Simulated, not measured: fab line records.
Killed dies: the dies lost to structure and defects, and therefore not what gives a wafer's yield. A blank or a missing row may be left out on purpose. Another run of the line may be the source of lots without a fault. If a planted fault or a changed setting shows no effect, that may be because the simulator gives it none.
fab line records    flow n5-finfet    part 2 of 2: steps 23 to 31 of 31
record lots=5  wafers=15  last-day=17
route steps=1938 shown MIM_TOP@1835 MIM_TOP_LITHO@1839 MIM_TOP_ETCH@1851 MIM_BOT_LITHO@1854
lots that met no fault: taken from a fault-free run of the same line
start-h: hours from the record's first day to the start of the lot's first wafer shown    wait-h: how many hours have passed since the lot's step before this one    " the same as in the row above    L1.1+2: one row covering several wafers at once    - either no value or no given start    * or withheld: withheld    < > ~ a bound
route shown NAME@n: a module of which the file shows steps, and the number in the route of the first    usual: mean/standard deviation taken from wafers without a fault    same: alike in all rows    chamber/n: place in a boat    sites: the reading at each site    _std_site: standard deviation of those values    _edge_site: outer sites' mean less inner sites'    radius-mm: how far each site lies from the wafer's centre    mask NAME#n: copy n    behind: the last tool/chamber to shape the wafer    hold: the reason the lot was held/the length of the hold in hours/how it ended    device: the transistor (n, p or np) that didn't switch    end of line: at the end of the route, the tests of the same wafers    for a step that has no rows: nothing shown but its recipe    killed: dies lost to structure and defects at the first sort, not the wafer's yield    map: per-die view of a wafer (x killed, . not killed, _ where there is no die)
set.NAME: the run value of the setting; set.NAME@STEP: its run value at that earlier step    model.NAME: the simulator's own value behind a step, which no gauge read
lots at some steps of the route; a table a step, a row a wafer
services: when a tool's chamber went out of use (start-h, in hours from the record's first day, below 0 if earlier), for how many hours, and the reason
## steps
# step N5_MIM_BOT_LITHO_SOFTBAKE_03
# recipe temp-c=100  time-s=90
# usual resist-line-temp-C=22.99/0.1
lot.wafer  tool            chamber  start-h  wait-h  resist-line-temp-C
L077.2     litho-track-01  0        -        -       22.88
L077.3     "               0        "        "       23.00
L077.4     "               0        "        "       22.92
L079.4     litho-track-05  0        -        -       23.07
L079.5     "               0        "        "       22.85
L079.6     "               0        "        "       23.17
L085.1     litho-track-03  0        -        -       22.99
L085.2     "               0        "        "       22.95
L085.6     "               0        "        "       23.09
L096.1     litho-track-03  0        -        -       23.04
L096.3     "               0        "        "       22.91
L096.5     "               0        "        "       22.85
L097.1     litho-track-01  0        -        -       23.04
L097.2     "               0        "        "       23.07
L097.6     "               0        "        "       22.99
# step N5_MIM_BOT_LITHO_EXPOSE_05
# recipe mask-id=MIM_BOT  na=0.55  source-shape=conventional  sigma-outer=0.8  polarization=unpolarized  dose-mj=24.25
# usual focus-offset-nm=-0.1/0.48
lot.wafer  tool            chamber  start-h  wait-h  mask       focus-offset-nm
L077.2     krf-scanner-02  0        274.13   -       MIM_BOT#0  0.2
L077.3     "               0        "        "       MIM_BOT#0  0.7
L077.4     "               0        "        "       MIM_BOT#0  0.4
L079.4     krf-scanner-01  0        285.52   -       MIM_BOT#0  -0.7
L079.5     "               0        "        "       MIM_BOT#0  -0.2
L079.6     "               0        "        "       MIM_BOT#0  -1.2
L085.1     krf-scanner-02  0        328.42   -       MIM_BOT#0  0.2
L085.2     "               0        "        "       MIM_BOT#0  0.0
L085.6     "               0        "        "       MIM_BOT#0  -0.8
L096.1     krf-scanner-01  0        390.71   -       MIM_BOT#0  0.1
L096.3     "               0        "        "       MIM_BOT#0  -0.2
L096.5     "               0        "        "       MIM_BOT#0  -1.2
L097.1     krf-scanner-02  0        403.66   -       MIM_BOT#0  -0.7
L097.2     "               0        "        "       MIM_BOT#0  -0.1
L097.6     "               0        "        "       MIM_BOT#0  -0.1
# step N5_MIM_BOT_LITHO_PEB_06
# recipe peb-temp-c=withheld  peb-time-s=*
# usual resist-line-temp-C=*
lot.wafer  tool            chamber  start-h  wait-h  resist-line-temp-C
L077.2     litho-track-03  0        274.18   0.0     *
L077.3     "               0        "        "       *
L077.4     "               0        "        "       *
L079.4     litho-track-05  0        285.56   0.0     *
L079.5     "               0        "        "       *
L079.6     "               0        "        "       *
L085.1     litho-track-05  0        328.48   0.1     *
L085.2     "               0        "        "       *
L085.6     "               0        "        "       *
L096.1     litho-track-01  0        390.77   0.1     *
L096.3     "               0        "        "       *
L096.5     "               0        "        "       *
L097.1     litho-track-05  0        403.71   0.1     *
L097.2     "               0        "        "       *
L097.6     "               0        "        "       *
# step N5_MIM_BOT_LITHO_DEVELOP_07
# recipe develop-time-s=60  rinse-liquid=diw  dry=air-spin  dev-temp-c=21
# usual resist-line-temp-C=22.98/0.11
lot.wafer  tool            chamber  start-h  wait-h  resist-line-temp-C
L077.2     litho-track-03  0        -        -       22.96
L077.3     "               0        "        "       22.88
L077.4     "               0        "        "       22.91
L079.4     litho-track-05  0        -        -       22.72
L079.5     "               0        "        "       23.01
L079.6     "               0        "        "       22.86
L085.1     litho-track-05  0        -        -       23.08
L085.2     "               0        "        "       22.90
L085.6     "               0        "        "       23.12
L096.1     litho-track-01  0        -        -       22.76
L096.3     "               0        "        "       22.98
L096.5     "               0        "        "       22.90
L097.1     litho-track-05  0        -        -       22.89
L097.2     "               0        "        "       23.18
L097.6     "               0        "        "       22.87
# step N5_MIM_BOT_LITHO_HARDBAKE_09
# recipe temp-c=130  time-s=120
# usual resist-line-temp-C=23.00/0.095
lot.wafer  tool            chamber  start-h  wait-h  resist-line-temp-C
L077.2     litho-track-03  0        -        -       23.02
L077.3     "               0        "        "       22.91
L077.4     "               0        "        "       23.18
L079.4     litho-track-05  0        -        -       23.11
L079.5     "               0        "        "       22.94
L079.6     "               0        "        "       22.99
L085.1     litho-track-05  0        -        -       22.96
L085.2     "               0        "        "       22.87
L085.6     "               0        "        "       22.99
L096.1     litho-track-01  0        -        -       23.00
L096.3     "               0        "        "       23.03
L096.5     "               0        "        "       23.10
L097.1     litho-track-05  0        -        -       23.16
L097.2     "               0        "        "       23.17
L097.6     "               0        "        "       23.17
# step N5_MIM_BOT_LITHO_CD_MEAS_08
# recipe target-cd-nm=3000  landing-energy-ev=500  detector=se-inlens  polarity=opening
# usual cd-nm=3000.4/1.5
lot.wafer  tool       chamber  start-h  wait-h  cd-nm
L077.2     cd-sem-03  0        274.30   -       2999.9
L077.3     "          0        "        "       3000.2
L077.4     "          0        "        "       3000.3
L079.4     cd-sem-02  0        285.68   -       3001.4
L079.5     "          0        "        "       3001.5
L079.6     "          0        "        "       3000.3
L085.1     cd-sem-02  0        328.60   -       3003.0
L085.2     "          0        "        "       3001.7
L085.6     "          0        "        "       2999.2
L096.1     cd-sem-03  0        390.88   -       2999.4
L096.3     "          0        "        "       3000.2
L096.5     "          0        "        "       2997.7
L097.1     cd-sem-02  0        403.83   -       3000.8
L097.2     "          0        "        "       3000.5
L097.6     "          0        "        "       3003.4
# step N5_MIM_BOT_LITHO_OVL_MEAS_11
# recipe points-per-wafer=44
# usual MIM_BOT_OVL=-1/5.3
lot.wafer  tool        chamber  start-h  wait-h  MIM_BOT_OVL[nm]
L077.2     overlay-02  0        274.33   0.0     6
L077.3     "           0        "        "       -2
L077.4     "           0        "        "       8
L079.4     overlay-02  0        285.71   0.0     -3
L079.5     "           0        "        "       -11
L079.6     "           0        "        "       -10
L085.1     overlay-01  0        328.63   0.0     -5
L085.2     "           0        "        "       -3
L085.6     "           0        "        "       -4
L096.1     overlay-02  0        390.91   0.0     -2
L096.3     "           0        "        "       0
L096.5     "           0        "        "       3
L097.1     overlay-01  0        403.86   0.0     -5
L097.2     "           0        "        "       1
L097.6     "           0        "        "       5
# step N5_MIM_BOT_LITHO_INSPECT_12
# recipe mode=adi  inspect-instrument=macro
# usual raw-defect-count=2.0/1.4
lot.wafer  tool               chamber  start-h  wait-h  raw-defect-count
L077.2     defect-inspect-01  -        274.35   0.0     1
L077.3     "                  -        "        "       4
L077.4     "                  -        "        "       2
L079.4     defect-inspect-02  -        285.73   0.0     2
L079.5     "                  -        "        "       2
L079.6     "                  -        "        "       3
L085.1     defect-inspect-01  -        328.65   0.0     1
L085.2     "                  -        "        "       1
L085.6     "                  -        "        "       1
L096.1     defect-inspect-01  -        390.94   0.0     1
L096.3     "                  -        "        "       5
L096.5     "                  -        "        "       2
L097.1     defect-inspect-01  -        403.89   0.0     0
L097.2     "                  -        "        "       2
L097.6     "                  -        "        "       1
# step N5_MIM_BOT_LITHO_DESCUM_10
# recipe chemistry=O2  time-s=7.9  source-power-w=50  bias-power-w=20  pressure-mtorr=20  rf-frequency-hz=2.712e+07  temp-c=40  o2-flow-sccm=225
# usual drypump-motor-current-A=5.6/0.48  oes-product-au=0.81/0.087  rf-vpp-V=243.1/1.2  showerhead-plenum-p-Torr=2.08/0.061  throttle-valve-pct=20.39/0.22
lot.wafer  tool         chamber  start-h  wait-h  drypump-motor-current-A  oes-product-au  rf-hours-counter-h  rf-vpp-V  showerhead-plenum-p-Torr  throttle-valve-pct
L077.2     rie-diel-04  1        274.39   0.0     5.6                      0.67            247                 242.4     2.06                      20.45
L077.3     "            0        "        "       5.6                      0.92            17                  242.4     2.06                      20.56
L077.4     "            3        "        "       5.6                      0.71            227                 240.3     1.98                      20.23
L079.4     rie-diel-01  1        285.76   0.0     4.9                      0.84            62                  241.8     2.03                      20.11
L079.5     "            2        "        "       5.5                      0.69            -                   242.2     2.07                      20.32
L079.6     "            3        "        "       5.8                      0.85            -                   243.8     2.13                      20.40
L085.1     rie-diel-04  2        328.68   0.0     6.5                      0.84            66                  243.7     2.21                      20.40
L085.2     "            3        "        "       5.6                      0.70            249                 241.6     1.97                      20.27
L085.6     "            0        "        "       5.6                      0.88            -                   242.8     2.05                      20.60
L096.1     rie-diel-06  2        390.97   0.0     5.4                      0.81            84                  240.9     2.03                      20.35
L096.3     "            1        "        "       5.3                      0.88            27                  243.7     2.04                      20.07
L096.5     "            2        "        "       5.4                      0.81            -                   242.7     2.03                      20.34
L097.1     rie-diel-06  2        403.92   0.0     5.4                      0.81            88                  242.5     2.02                      20.36
L097.2     "            1        "        "       5.3                      0.87            33                  241.8     2.03                      20.06
L097.6     "            0        "        "       5.6                      0.68            -                   245.0     2.15                      20.68
## services
tool            chamber  start-h  hours  kind
krf-scanner-02  -        248.54   0.8    pm
pecvd-02        0        261.04   21.4   repair
krf-scanner-01  -        265.21   1.0    pm
rie-diel-04     0        265.68   8.2    repair
rie-diel-06     2        272.24   7.4    repair
pecvd-03        -        286.97   14.6   pm
krf-scanner-01  -        296.26   4.4    pm
krf-scanner-02  -        296.57   0.8    repair
ald-hk-01       -        304.45   8.7    pm
krf-scanner-01  -        304.78   1.3    pm
krf-scanner-02  -        311.40   1.3    pm
rie-metal-03    1        318.88   3.7    repair
krf-scanner-01  -        345.79   1.6    repair
pvd-sputter-03  -        357.26   3.2    repair
pvd-sputter-03  -        361.68   0.8    repair
krf-scanner-01  -        370.66   0.8    pm
krf-scanner-01  -        375.14   0.2    repair
rie-metal-03    -        375.28   4.3    pm
rie-diel-01     3        375.61   9.6    repair
krf-scanner-01  -        376.19   3.6    pm
krf-scanner-02  -        379.74   1.0    pm
rie-diel-01     -        391.96   1.8    repair
rie-diel-06     3        397.41   15.8   repair
krf-scanner-02  -        399.68   2.5    repair
